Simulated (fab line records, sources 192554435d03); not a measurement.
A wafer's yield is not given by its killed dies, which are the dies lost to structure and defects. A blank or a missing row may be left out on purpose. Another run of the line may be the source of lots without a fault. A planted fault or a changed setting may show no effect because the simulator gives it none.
fab line records	flow n5_finfet
record: lots: 24	wafers: 72	last_day: 18
route steps=1938 shown BEOL_M12@1602 BEOL_M13@1660
lots untouched by any fault: they come from a run of this same line in which no faults occurred
start_h: start of the lot's first displayed wafer, in hours after the record's first day	wait_h: how many hours have passed since the lot's step before this one	" identical to the entry in the row above	L1.1+2: a single row standing in for several wafers	- value missing, or start not given	* or withheld: withheld	< > ~ a bound
route shown NAME@n: names a module that has steps shown in the file, with the first one's number in the route	usual: mean/standard deviation of fault-free wafers	same: alike in all rows	chamber/n: place in a boat	sites: each site's reading	_std_site: the values' standard deviation	_edge_site: mean of outer sites minus mean of inner sites	radius_mm: for every site, how far away it sits from the centre of the wafer	mask NAME#n: copy n	behind: the tool/chamber that last shaped the wafer	hold: cause of the lot's hold/its duration in hours/its outcome	device: whichever transistor did not switch (one of n, p or np)	end of line: the tests these same wafers got at the end of their route	a step without rows: its recipe alone	killed: count of dies lost to structure and defects at first sort (not the wafer's yield)	map: dies across one wafer; x = killed, . = not, _ = none there
set.NAME: the setting as run; set.NAME@STEP: as run at that earlier step	model.NAME: the simulator's own value behind a step, which no gauge read
a sample of lots followed through the steps of the route, with each step as a table and each wafer as a row
services: from which hour (start_h, from the record's first day; less than 0 if before it) a tool's chamber was out of use, for how many hours, and why
== steps ==
step: N5_BEOL_M12_ILD_DEP_00
recipe: material: SiOC	target_thk_a: 6589.2	temp_c: 350	precursor: DEMS/O2	pressure_torr: 5	rf_w: 500	time_s: 130.7
usual: heater_power_outer_w: 283/47	heater_power_w: 524/87	showerhead_plenum_p_Torr: 5.703/0.02	throttle_valve_pct: 12.0/0.65
same: time_s: 130.7
lot.wafer	tool	chamber	start_h	wait_h	heater_power_outer_w	heater_power_w	showerhead_plenum_p_Torr	throttle_valve_pct
L074.4	pecvd-01	2	227.92	0.1	260	592	5.685	13.1
L074.5	"	1	"	"	343	598	5.740	11.9
L074.6	"	0	"	"	261	479	5.723	11.8
L076.2	pecvd-01	1	236.01	0.0	317	564	5.718	11.7
L076.4	"	0	"	"	196	394	5.720	11.9
L076.6	"	2	"	"	266	586	5.692	13.0
L075.2	pecvd-03	0	242.60	0.0	246	477	5.715	11.8
L075.3	"	2	"	"	205	382	5.678	11.5
L075.4	"	0	"	"	266	522	5.709	11.6
L077.3	pecvd-03	1	259.76	0.0	277	500	5.691	11.8
L077.4	"	0	"	"	243	475	5.706	11.7
L077.5	"	2	"	"	227	421	5.685	11.6
L078.3	pecvd-02	1	270.44	0.0	268	464	5.677	13.0
L078.4	"	2	"	"	359	614	5.703	10.6
L078.5	"	1	"	"	289	502	5.676	13.1
L079.1	pecvd-03	0	277.28	0.0	235	456	5.708	11.7
L079.4	"	0	"	"	251	511	5.708	11.7
L079.6	"	2	"	"	230	416	5.688	11.6
L080.1	pecvd-01	2	278.94	0.0	339	657	5.703	12.9
L080.3	"	1	"	"	280	549	5.715	11.7
L080.4	"	2	"	"	350	723	5.695	12.8
L083.2	pecvd-01	2	297.55	0.0	307	653	5.707	13.0
L083.4	"	0	"	"	194	395	5.725	11.9
L083.5	"	0	"	"	227	424	5.727	12.0
L081.2	pecvd-02	2	299.20	0.0	350	587	5.705	10.5
L081.4	"	0	"	"	290	514	5.709	11.7
L081.6	"	2	"	"	358	613	5.693	10.8
L084.2	pecvd-02	2	303.54	0.0	313	525	5.702	10.6
L084.4	"	0	"	"	295	504	5.711	11.9
L084.5	"	1	"	"	255	443	5.679	13.1
L082.1	pecvd-01	2	312.18	0.0	313	663	5.698	13.2
L082.4	"	1	"	"	317	597	5.716	12.0
L082.6	"	2	"	"	333	668	5.698	13.0
L085.2	pecvd-01	1	314.18	0.0	332	582	5.738	11.6
L085.4	"	0	"	"	266	489	5.705	11.8
L085.6	"	1	"	"	346	606	5.722	11.7
L086.4	pecvd-03	2	324.73	0.1	253	447	5.687	11.6
L086.5	"	0	"	"	259	511	5.701	11.5
L086.6	"	1	"	"	216	436	5.693	12.0
L087.4	pecvd-03	0	330.70	0.1	267	494	5.714	11.9
L087.5	"	1	"	"	221	421	5.682	11.7
L087.6	"	2	"	"	232	421	5.697	11.8
L088.1	pecvd-02	1	335.90	0.0	303	502	5.664	13.2
L088.2	"	0	"	"	298	515	5.727	12.0
L088.6	"	0	"	"	314	532	5.713	11.9
L090.2	pecvd-03	0	343.51	0.0	271	529	5.713	11.7
L090.3	"	2	"	"	244	440	5.698	11.6
L090.4	"	2	"	"	184	360	5.698	11.5
L089.1	pecvd-01	2	345.94	0.0	361	734	5.696	12.8
L089.3	"	1	"	"	304	556	5.721	11.6
L089.5	"	2	"	"	264	599	5.693	12.9
L091.1	pecvd-01	2	347.13	0.0	285	606	5.700	13.0
L091.5	"	0	"	"	199	391	5.696	11.8
L091.6	"	2	"	"	314	657	5.693	13.0
L093.1	pecvd-01	0	349.14	0.0	271	478	5.731	12.1
L093.3	"	2	"	"	343	684	5.709	12.8
L093.5	"	2	"	"	358	710	5.696	13.3
L094.1	pecvd-02	0	352.70	0.0	335	551	5.724	12.0
L094.2	"	1	"	"	338	549	5.661	12.8
L094.5	"	1	"	"	252	431	5.668	13.0
L096.1	pecvd-03	0	352.79	0.0	284	549	5.719	11.7
L096.3	"	1	"	"	304	543	5.677	12.0
L096.5	"	0	"	"	204	441	5.707	11.7
L092.1	pecvd-03	2	356.29	0.0	197	371	5.680	11.6
L092.3	"	1	"	"	262	470	5.686	11.9
L092.6	"	0	"	"	278	534	5.702	11.6
L095.3	pecvd-02	0	380.96	0.0	333	544	5.729	11.8
L095.5	"	1	"	"	339	557	5.654	12.9
L095.6	"	0	"	"	254	452	5.688	11.9
L097.2	pecvd-01	0	395.82	0.0	224	421	5.729	12.0
L097.3	"	2	"	"	327	663	5.703	13.0
L097.4	"	2	"	"	335	705	5.695	13.0
step: N5_BEOL_M12_STRIP_64
recipe: chemistry: N2/H2	power_w: 1000	temp_c: 250	h2_frac: 0.65	overash_fraction: 0.3	pressure_mtorr: withheld	n2_flow_sccm: 1750	h2_flow_sccm: 3250
usual: drypump_motor_current_A: 5.5/0.43	heater_power_w: 321/37	oes_product_au: 0.715/0.0048	strip_time_to_endpoint_s: 31.33/0.068	temp_c: 250.01/0.18
lot.wafer	tool	chamber	start_h	wait_h	drypump_motor_current_A	heater_power_w	oes_product_au	rf_hours_counter_h	strip_time_to_endpoint_s	temp_c
L074.4	plasma_asher-01	1	228.76	0.0	6.2	318	0.720	-	31.29	250.23
L074.5	"	1	"	"	6.2	321	0.716	-	31.28	250.04
L074.6	"	0	"	"	5.4	363	0.712	-	31.31	249.99
L076.2	plasma_asher-02	1	237.01	0.0	5.1	271	0.714	116	31.27	250.08
L076.4	"	1	"	"	5.1	264	0.711	-	31.35	249.77
L076.6	"	0	"	"	5.3	305	0.706	-	31.29	249.90
L075.2	plasma_asher-02	1	243.80	0.0	5.1	260	0.716	117	31.33	249.78
L075.3	"	0	"	"	5.2	306	0.721	-	31.33	250.22
L075.4	"	1	"	"	5.1	273	0.717	-	31.34	249.99
L077.3	plasma_asher-01	1	260.68	0.0	6.2	316	0.713	-	31.40	249.79
L077.4	"	0	"	"	5.4	363	0.724	-	31.38	249.79
L077.5	"	1	"	"	6.2	317	0.708	-	31.33	249.99
L078.3	plasma_asher-02	0	271.49	0.0	5.3	313	0.725	-	31.35	250.06
L078.4	"	1	"	"	5.1	264	0.706	-	31.41	249.78
L078.5	"	1	"	"	5.1	268	0.721	-	31.31	250.05
L079.1	plasma_asher-02	1	278.40	0.0	5.1	265	0.710	124	31.30	249.92
L079.4	"	0	"	"	5.3	313	0.714	-	31.28	250.02
L079.6	"	0	"	"	5.3	310	0.717	-	31.25	250.00
L080.1	plasma_asher-01	0	279.94	0.0	5.4	362	0.712	80	31.32	249.97
L080.3	"	0	"	"	5.4	356	0.715	-	31.28	250.07
L080.4	"	1	"	"	6.2	314	0.721	-	31.36	249.92
L083.2	plasma_asher-01	0	298.47	0.0	5.4	369	0.716	84	31.29	250.18
L083.4	"	1	"	"	6.2	319	0.715	-	31.31	250.03
L083.5	"	0	"	"	5.4	371	0.711	-	31.25	250.02
L081.2	plasma_asher-02	0	300.20	0.0	5.3	313	0.718	128	31.31	250.33
L081.4	"	0	"	"	5.3	315	0.711	-	31.30	250.22
L081.6	"	1	"	"	5.1	270	0.709	-	31.32	250.00
L084.2	plasma_asher-01	1	304.41	0.0	6.2	309	0.715	85	31.31	250.07
L084.4	"	1	"	"	6.2	317	0.715	-	31.24	250.02
L084.5	"	0	"	"	5.4	373	0.713	-	31.21	250.12
L082.1	plasma_asher-01	0	313.44	0.0	5.4	375	0.710	86	31.38	249.94
L082.4	"	0	"	"	5.4	368	0.716	-	31.39	250.03
L082.6	"	1	"	"	6.2	318	0.717	-	31.32	250.16
L085.2	plasma_asher-01	0	315.19	0.0	5.4	366	0.723	87	31.39	250.06
L085.4	"	1	"	"	6.2	325	0.720	-	31.40	250.01
L085.6	"	1	"	"	6.2	317	0.719	-	31.39	250.00
L086.4	plasma_asher-01	1	325.80	0.0	6.2	307	0.714	-	31.28	250.35
L086.5	"	0	"	"	5.3	379	0.707	-	31.24	250.10
L086.6	"	1	"	"	6.2	321	0.714	-	31.27	250.25
L087.4	plasma_asher-01	0	331.54	0.0	5.4	367	0.714	-	31.30	249.94
L087.5	"	1	"	"	6.2	323	0.719	-	31.22	250.08
L087.6	"	0	"	"	5.3	372	0.723	-	31.31	249.91
L088.1	plasma_asher-01	1	336.87	0.0	6.2	325	0.710	92	31.32	250.21
L088.2	"	0	"	"	5.4	360	0.714	92	31.37	250.06
L088.6	"	1	"	"	6.2	311	0.715	-	31.31	250.12
L090.2	plasma_asher-02	0	344.38	0.0	5.3	312	0.707	136	31.32	249.81
L090.3	"	1	"	"	5.1	267	0.724	-	31.30	250.32
L090.4	"	0	"	"	5.2	300	0.722	-	31.36	249.97
L089.1	plasma_asher-01	1	346.81	0.0	6.2	312	0.715	93	31.28	250.11
L089.3	"	0	"	"	5.3	382	0.722	-	31.39	250.19
L089.5	"	0	"	"	5.4	381	0.722	-	31.35	249.96
L091.1	plasma_asher-01	1	348.13	0.0	6.2	318	0.715	93	31.33	250.27
L091.5	"	1	"	"	6.2	316	0.718	-	31.28	250.12
L091.6	"	0	"	"	5.3	363	0.707	-	31.38	250.20
L093.1	plasma_asher-02	0	350.68	0.0	5.3	306	0.716	137	31.41	249.78
L093.3	"	1	"	"	5.1	266	0.718	-	31.43	250.08
L093.5	"	1	"	"	5.1	268	0.715	-	31.48	250.24
L094.1	plasma_asher-01	1	353.74	0.0	6.2	318	0.709	95	31.25	249.75
L094.2	"	0	"	"	5.3	375	0.711	95	31.21	250.22
L094.5	"	1	"	"	6.2	321	0.717	-	31.23	250.09
L096.1	plasma_asher-01	1	353.89	0.0	6.2	308	0.714	95	31.41	250.46
L096.3	"	0	"	"	5.4	378	0.715	-	31.41	249.75
L096.5	"	1	"	"	6.1	319	0.721	-	31.45	249.88
L092.1	plasma_asher-02	0	357.28	0.0	5.2	299	0.715	140	31.35	250.18
L092.3	"	1	"	"	5.1	269	0.715	-	31.36	250.22
L092.6	"	0	"	"	5.3	309	0.719	-	31.39	250.33
L095.3	plasma_asher-02	1	381.85	0.0	5.1	266	0.721	-	31.31	249.95
L095.5	"	0	"	"	5.2	307	0.708	-	31.40	249.99
L095.6	"	1	"	"	5.1	268	0.715	-	31.31	249.90
L097.2	plasma_asher-02	1	396.81	0.0	5.1	275	0.717	146	31.36	249.92
L097.3	"	0	"	"	5.3	303	0.707	-	31.27	249.59
L097.4	"	1	"	"	5.1	266	0.711	-	31.39	249.67
step: N5_BEOL_M12_ETCH_67
recipe: chemistry: CF4	target: SiARC	target_depth_a: 1430	time_s: 238.3	ion_energy_ev: 80	pressure_mtorr: 40	source_w: 545	bias_w: 36	Ar_flow_sccm: 100	cf4_flow_sccm: 100	ends: cleared
usual: drypump_motor_current_A: 5.4/0.39	etch_rf_on_time_s: 236/5.6	oes_product_au: 0.69/0.088	rf_vpp_V: 184.3/1.1	showerhead_plenum_p_Torr: 2.17/0.052	throttle_valve_pct: 15.56/0.26
lot.wafer	tool	chamber	start_h	wait_h	drypump_motor_current_A	etch_rf_on_time_s	oes_product_au	rf_hours_counter_h	rf_vpp_V	showerhead_plenum_p_Torr	throttle_valve_pct
L074.4	rie_diel-02	0	229.50	0.0	5.2	241	0.75	49	187.1	2.27	15.60
L074.5	"	3	"	"	5.9	234	0.63	-	183.7	2.14	15.78
L074.6	"	0	"	"	5.2	240	0.74	-	185.8	2.27	15.61
L076.2	rie_diel-01	3	237.73	0.0	5.2	248	0.59	239	183.9	2.12	15.63
L076.4	"	1	"	"	6.2	234	0.67	-	183.9	2.15	15.57
L076.6	"	2	"	"	4.8	239	0.61	-	182.4	2.12	15.75
L075.2	rie_diel-06	3	244.40	0.0	5.6	225	0.78	43	183.9	2.09	15.60
L075.3	"	2	"	"	4.9	238	0.61	193	184.1	2.21	15.46
L075.4	"	0	"	"	5.2	232	0.65	-	185.5	2.23	15.86
L077.3	rie_diel-06	3	261.32	0.0	5.6	227	0.77	51	184.8	2.09	15.61
L077.4	"	3	"	"	5.6	226	0.76	-	182.4	2.09	15.60
L077.5	"	0	"	"	5.2	234	0.64	-	185.0	2.23	15.88
L078.3	rie_diel-01	1	272.19	0.0	6.1	233	0.66	121	183.6	2.15	15.57
L078.4	"	2	"	"	4.8	238	0.60	-	183.8	2.12	15.78
L078.5	"	1	"	"	6.1	233	0.66	-	183.2	2.15	15.58
L079.1	rie_diel-01	0	279.12	0.0	5.6	237	0.81	11	184.3	2.20	15.11
L079.4	"	0	"	"	5.6	235	0.81	-	183.9	2.20	15.11
L079.6	"	2	"	"	4.8	238	0.60	-	182.7	2.12	15.78
L080.1	rie_diel-01	1	280.53	0.0	6.1	233	0.66	125	184.5	2.15	15.58
L080.3	"	0	"	"	5.6	234	0.82	11	185.2	2.20	15.11
L080.4	"	0	"	"	5.6	234	0.83	-	182.0	2.20	15.12
L083.2	rie_diel-02	0	299.19	0.0	5.2	240	0.72	73	184.5	2.26	15.66
L083.4	"	2	"	"	5.4	229	0.85	7	184.2	2.20	15.39
L083.5	"	1	"	"	5.7	249	0.57	-	185.1	2.20	15.93
L081.2	rie_diel-06	3	300.90	0.0	5.7	225	0.75	64	182.8	2.09	15.64
L081.4	"	2	"	"	5.0	239	0.60	213	185.6	2.21	15.50
L081.6	"	0	"	"	5.2	234	0.63	-	184.7	2.22	15.91
L084.2	rie_diel-01	1	305.01	0.0	6.1	235	0.65	132	184.4	2.14	15.60
L084.4	"	0	"	"	5.5	233	0.81	18	184.3	2.20	15.12
L084.5	"	0	"	"	5.6	236	0.79	-	184.4	2.20	15.12
L082.1	rie_diel-02	3	314.04	0.0	5.9	236	0.61	187	182.9	2.12	15.82
L082.4	"	3	"	"	5.9	237	0.61	-	183.9	2.12	15.83
L082.6	"	2	"	"	5.4	226	0.84	-	184.8	2.20	15.39
L085.2	rie_diel-01	1	315.85	0.0	6.1	233	0.65	137	183.1	2.14	15.62
L085.4	"	0	"	"	5.6	234	0.79	23	183.7	2.20	15.12
L085.6	"	3	"	"	5.2	245	0.78	-	185.6	2.11	15.18
L086.4	rie_diel-01	2	326.51	0.0	4.8	238	0.58	247	183.4	2.11	15.79
L086.5	"	3	"	"	5.2	243	0.77	-	182.8	2.11	15.19
L086.6	"	0	"	"	5.6	238	0.78	-	185.6	2.19	15.14
L087.4	rie_diel-06	0	332.19	0.1	5.1	232	0.62	-	186.3	2.22	15.92
L087.5	"	2	"	"	4.9	237	0.59	-	184.0	2.20	15.52
L087.6	"	3	"	"	5.6	225	0.74	-	184.7	2.08	15.67
L088.1	rie_diel-06	2	337.59	0.0	4.9	240	0.59	227	184.8	2.20	15.53
L088.2	"	3	"	"	5.6	226	0.74	78	182.7	2.08	15.68
L088.6	"	3	"	"	5.7	228	0.74	-	184.3	2.08	15.67
L090.2	rie_diel-06	2	344.97	0.0	4.9	243	0.58	230	183.5	2.20	15.53
L090.3	"	3	"	"	5.7	231	0.72	81	184.3	2.08	15.68
L090.4	"	1	"	"	5.6	234	0.82	2	185.8	2.20	15.16
L089.1	rie_diel-02	0	347.43	0.0	5.2	239	0.70	91	186.1	2.25	15.71
L089.3	"	3	"	"	5.9	237	0.60	-	184.4	2.12	15.87
L089.5	"	0	"	"	5.2	240	0.70	-	184.8	2.25	15.69
L091.1	rie_diel-01	3	349.00	0.0	5.2	243	0.75	22	183.0	2.11	15.20
L091.5	"	1	"	"	6.2	231	0.64	-	183.4	2.14	15.63
L091.6	"	3	"	"	5.2	243	0.76	-	184.3	2.11	15.21
L093.1	rie_diel-01	3	351.28	0.0	5.2	244	0.75	24	184.0	2.10	15.21
L093.3	"	1	"	"	6.1	232	0.64	150	184.8	2.14	15.62
L093.5	"	0	"	"	5.6	233	0.77	-	184.3	2.19	15.17
L094.1	rie_diel-02	0	354.34	0.0	5.2	238	0.70	95	184.9	2.25	15.70
L094.2	"	1	"	"	5.6	231	0.85	2	184.0	2.20	15.41
L094.5	"	3	"	"	5.9	237	0.60	-	184.4	2.12	15.87
L096.1	rie_diel-06	3	354.49	0.0	5.6	225	0.73	85	182.0	2.08	15.69
L096.3	"	2	"	"	5.0	238	0.58	234	185.2	2.20	15.53
L096.5	"	2	"	"	5.0	241	0.58	-	184.6	2.20	15.54
L092.1	rie_diel-02	1	358.00	0.0	5.6	230	0.85	3	184.6	2.20	15.43
L092.3	"	3	"	"	5.9	238	0.59	210	183.9	2.12	15.86
L092.6	"	0	"	"	5.2	240	0.69	-	185.8	2.25	15.69
L095.3	rie_diel-01	0	382.89	0.0	5.7	235	0.76	50	184.9	2.19	15.18
L095.5	"	3	"	"	5.2	248	0.72	-	183.9	2.10	15.24
L095.6	"	2	"	"	4.8	231	0.82	-	183.3	2.11	15.28
L097.2	rie_diel-06	3	397.94	0.0	5.6	227	0.71	98	181.4	2.08	15.72
L097.3	"	1	"	"	5.6	230	0.77	19	184.9	2.19	15.21
L097.4	"	0	"	"	5.2	234	0.61	208	185.2	2.21	15.98
step: N5_BEOL_M12_OCD_MEAS_35
usual: trench_depth_nm: 320/4.3
lot.wafer	tool	chamber	start_h	wait_h	trench_depth_nm
L074.4	ocd-02	-	229.99	0.0	318
L074.5	"	-	"	"	318
L074.6	"	-	"	"	317
L076.2	ocd-02	-	238.21	0.0	315
L076.4	"	-	"	"	319
L076.6	"	-	"	"	314
L075.2	ocd-02	-	244.88	0.0	325
L075.3	"	-	"	"	322
L075.4	"	-	"	"	325
L077.3	ocd-02	-	261.80	0.0	321
L077.4	"	-	"	"	323
L077.5	"	-	"	"	321
L078.3	ocd-02	-	272.68	0.0	320
L078.4	"	-	"	"	316
L078.5	"	-	"	"	322
L079.1	ocd-01	-	279.60	0.0	320
L079.4	"	-	"	"	322
L079.6	"	-	"	"	315
L080.1	ocd-02	-	281.02	0.0	316
L080.3	"	-	"	"	322
L080.4	"	-	"	"	319
L083.2	ocd-01	-	299.67	0.0	318
L083.4	"	-	"	"	328
L083.5	"	-	"	"	313
L081.2	ocd-02	-	301.39	0.0	323
L081.4	"	-	"	"	318
L081.6	"	-	"	"	321
L084.2	ocd-01	-	305.49	0.0	318
L084.4	"	-	"	"	324
L084.5	"	-	"	"	324
L082.1	ocd-02	-	314.52	0.0	317
L082.4	"	-	"	"	320
L082.6	"	-	"	"	323
L085.2	ocd-01	-	316.33	0.0	315
L085.4	"	-	"	"	322
L085.6	"	-	"	"	317
L086.4	ocd-01	-	327.00	0.0	316
L086.5	"	-	"	"	321
L086.6	"	-	"	"	322
L087.4	ocd-01	-	332.61	0.0	321
L087.5	"	-	"	"	321
L087.6	"	-	"	"	326
L088.1	ocd-01	-	338.07	0.0	317
L088.2	"	-	"	"	322
L088.6	"	-	"	"	322
L090.2	ocd-02	-	345.46	0.0	319
L090.3	"	-	"	"	321
L090.4	"	-	"	"	332
L089.1	ocd-01	-	348.14	0.0	317
L089.3	"	-	"	"	316
L089.5	"	-	"	"	315
L091.1	ocd-02	-	349.48	0.0	320
L091.5	"	-	"	"	319
L091.6	"	-	"	"	321
L093.1	ocd-01	-	351.76	0.0	323
L093.3	"	-	"	"	318
L093.5	"	-	"	"	324
L094.1	ocd-02	-	354.82	0.0	315
L094.2	"	-	"	"	328
L094.5	"	-	"	"	314
L096.1	ocd-02	-	354.97	0.0	322
L096.3	"	-	"	"	317
L096.5	"	-	"	"	316
L092.1	ocd-02	-	358.48	0.0	332
L092.3	"	-	"	"	316
L092.6	"	-	"	"	316
L095.3	ocd-02	-	383.38	0.0	323
L095.5	"	-	"	"	320
L095.6	"	-	"	"	326
L097.2	ocd-02	-	398.42	0.0	319
L097.3	"	-	"	"	327
L097.4	"	-	"	"	322
step: N5_BEOL_M12_DEGAS_41
recipe: ambient: vacuum	temp_c: 250	time_s: 60
usual: heater_power_w: 325/31
same: time_s: 60
lot.wafer	tool	chamber	start_h	wait_h	heater_power_w
L074.4	pvd_sputter-01	-	231.71	0.6	304
L074.5	"	-	"	"	314
L074.6	"	-	"	"	316
L076.2	pvd_sputter-03	-	241.75	0.3	271
L076.4	"	-	"	"	344
L076.6	"	-	"	"	310
L075.2	pvd_sputter-03	-	245.34	0.0	339
L075.3	"	-	"	"	367
L075.4	"	-	"	"	308
L077.3	pvd_sputter-01	-	265.93	0.3	310
L077.4	"	-	"	"	317
L077.5	"	-	"	"	402
L078.3	pvd_sputter-03	-	274.52	0.3	269
L078.4	"	-	"	"	351
L078.5	"	-	"	"	254
L079.1	pvd_sputter-02	-	282.78	0.2	295
L079.4	"	-	"	"	342
L079.6	"	-	"	"	338
L080.1	pvd_sputter-03	-	283.04	0.4	367
L080.3	"	-	"	"	355
L080.4	"	-	"	"	304
L083.2	pvd_sputter-02	-	300.84	0.2	341
L083.4	"	-	"	"	319
L083.5	"	-	"	"	342
L081.2	pvd_sputter-01	-	306.87	0.4	316
L081.4	"	-	"	"	392
L081.6	"	-	"	"	327
L084.2	pvd_sputter-02	-	308.09	0.4	298
L084.4	"	-	"	"	324
L084.5	"	-	"	"	330
L082.1	pvd_sputter-03	-	315.83	0.3	269
L082.4	"	-	"	"	299
L082.6	"	-	"	"	304
L085.2	pvd_sputter-02	-	319.07	0.4	291
L085.4	"	-	"	"	343
L085.6	"	-	"	"	330
L086.4	pvd_sputter-01	-	328.26	0.4	302
L086.5	"	-	"	"	317
L086.6	"	-	"	"	303
L087.4	pvd_sputter-02	-	333.50	0.4	322
L087.5	"	-	"	"	346
L087.6	"	-	"	"	319
L088.1	pvd_sputter-01	-	342.12	2.7	323
L088.2	"	-	"	"	309
L088.6	"	-	"	"	312
L090.2	pvd_sputter-01	-	346.81	0.7	319
L090.3	"	-	"	"	391
L090.4	"	-	"	"	309
L089.1	pvd_sputter-03	-	349.66	1.1	269
L089.3	"	-	"	"	296
L089.5	"	-	"	"	340
L091.1	pvd_sputter-02	-	350.77	0.2	299
L091.5	"	-	"	"	302
L091.6	"	-	"	"	342
L093.1	pvd_sputter-03	-	353.75	0.3	300
L093.3	"	-	"	"	260
L093.5	"	-	"	"	373
L094.1	pvd_sputter-02	-	356.08	0.3	302
L094.2	"	-	"	"	319
L094.5	"	-	"	"	302
L096.1	pvd_sputter-02	-	356.48	0.3	332
L096.3	"	-	"	"	331
L096.5	"	-	"	"	351
L092.1	pvd_sputter-02	-	360.62	0.3	319
L092.3	"	-	"	"	296
L092.6	"	-	"	"	337
L095.3	pvd_sputter-03	-	385.74	2.0	269
L095.5	"	-	"	"	308
L095.6	"	-	"	"	368
L097.2	pvd_sputter-02	-	398.95	0.0	305
L097.3	"	-	"	"	319
L097.4	"	-	"	"	346
step: N5_BEOL_M13_THK_MEAS_01
recipe: reads: SiOC_of_BEOL_M13_ILD_DEP_00
usual: M13_ILD_THK: 835/11
lot.wafer	tool	chamber	start_h	wait_h	M13_ILD_THK[nm]
L074.4	film_metro-01	-	233.14	0.0	834
L074.5	"	-	"	"	828
L074.6	"	-	"	"	844
L076.2	film_metro-02	-	243.63	0.2	829
L076.4	"	-	"	"	844
L076.6	"	-	"	"	844
L075.2	film_metro-01	-	246.78	0.1	826
L075.3	"	-	"	"	830
L075.4	"	-	"	"	840
L077.3	film_metro-02	-	267.39	0.1	842
L077.4	"	-	"	"	849
L077.5	"	-	"	"	843
L078.3	film_metro-01	-	275.95	0.1	823
L078.4	"	-	"	"	845
L078.5	"	-	"	"	841
L079.1	film_metro-02	-	284.32	0.2	827
L079.4	"	-	"	"	843
L079.6	"	-	"	"	837
L080.1	film_metro-01	-	284.75	0.1	842
L080.3	"	-	"	"	839
L080.4	"	-	"	"	844
L083.2	film_metro-02	-	302.28	0.1	838
L083.4	"	-	"	"	835
L083.5	"	-	"	"	845
L081.2	film_metro-01	-	308.31	0.1	826
L081.4	"	-	"	"	834
L081.6	"	-	"	"	834
L084.2	film_metro-02	-	310.41	0.1	831
L084.4	"	-	"	"	848
L084.5	"	-	"	"	821
L082.1	film_metro-01	-	317.26	0.1	829
L082.4	"	-	"	"	825
L082.6	"	-	"	"	849
L085.2	film_metro-01	-	320.51	0.1	825
L085.4	"	-	"	"	830
L085.6	"	-	"	"	844
L086.4	film_metro-01	-	329.68	0.0	833
L086.5	"	-	"	"	837
L086.6	"	-	"	"	836
L087.4	film_metro-02	-	334.95	0.0	838
L087.5	"	-	"	"	833
L087.6	"	-	"	"	831
L088.1	film_metro-01	-	343.56	0.1	834
L088.2	"	-	"	"	834
L088.6	"	-	"	"	862
L090.2	film_metro-02	-	348.24	0.1	820
L090.3	"	-	"	"	818
L090.4	"	-	"	"	833
L089.1	film_metro-01	-	351.11	0.1	819
L089.3	"	-	"	"	815
L089.5	"	-	"	"	833
L091.1	film_metro-01	-	352.20	0.1	842
L091.5	"	-	"	"	836
L091.6	"	-	"	"	862
L093.1	film_metro-02	-	355.19	0.1	829
L093.3	"	-	"	"	833
L093.5	"	-	"	"	847
L094.1	film_metro-01	-	357.51	0.1	838
L094.2	"	-	"	"	823
L094.5	"	-	"	"	840
L096.1	film_metro-01	-	357.91	0.1	815
L096.3	"	-	"	"	811
L096.5	"	-	"	"	830
L092.1	film_metro-01	-	362.11	0.1	830
L092.3	"	-	"	"	831
L092.6	"	-	"	"	829
L095.3	film_metro-01	-	387.29	0.1	836
L095.5	"	-	"	"	834
L095.6	"	-	"	"	839
L097.2	film_metro-02	-	400.67	0.4	831
L097.3	"	-	"	"	813
L097.4	"	-	"	"	830
== services ==
tool	chamber	start_h	hours	kind
rie_diel-01	0	226.58	-	clean
rie_diel-01	0	226.58	-	consumable_replace:focus_ring
rie_diel-01	0	226.58	21.1	scheduled_down
rie_diel-01	0	226.58	21.1	vent_cycle
rie_diel-06	1	236.41	28.9	repair
rie_diel-01	-	239.89	2.8	pm
pecvd-03	2	264.37	6.0	repair
rie_diel-01	3	270.90	-	clean
rie_diel-01	3	270.90	-	consumable_replace:focus_ring
rie_diel-01	3	270.90	12.4	scheduled_down
rie_diel-06	-	275.56	1.1	repair
pecvd-01	1	282.80	15.4	repair
rie_diel-06	2	292.86	4.8	repair
pecvd-01	2	293.00	3.6	repair
pvd_sputter-01	-	302.73	1.0	repair
rie_diel-02	1	313.80	7.5	repair
pvd_sputter-02	-	321.35	3.9	repair
rie_diel-02	0	323.72	4.4	repair
rie_diel-01	2	327.50	8.7	repair
rie_diel-02	0	340.03	5.2	repair
rie_diel-02	2	346.42	8.7	repair
pvd_sputter-03	-	372.82	2.8	repair
pecvd-03	1	381.12	6.1	repair
pecvd-02	-	390.88	2.7	repair
== key ==
fault none
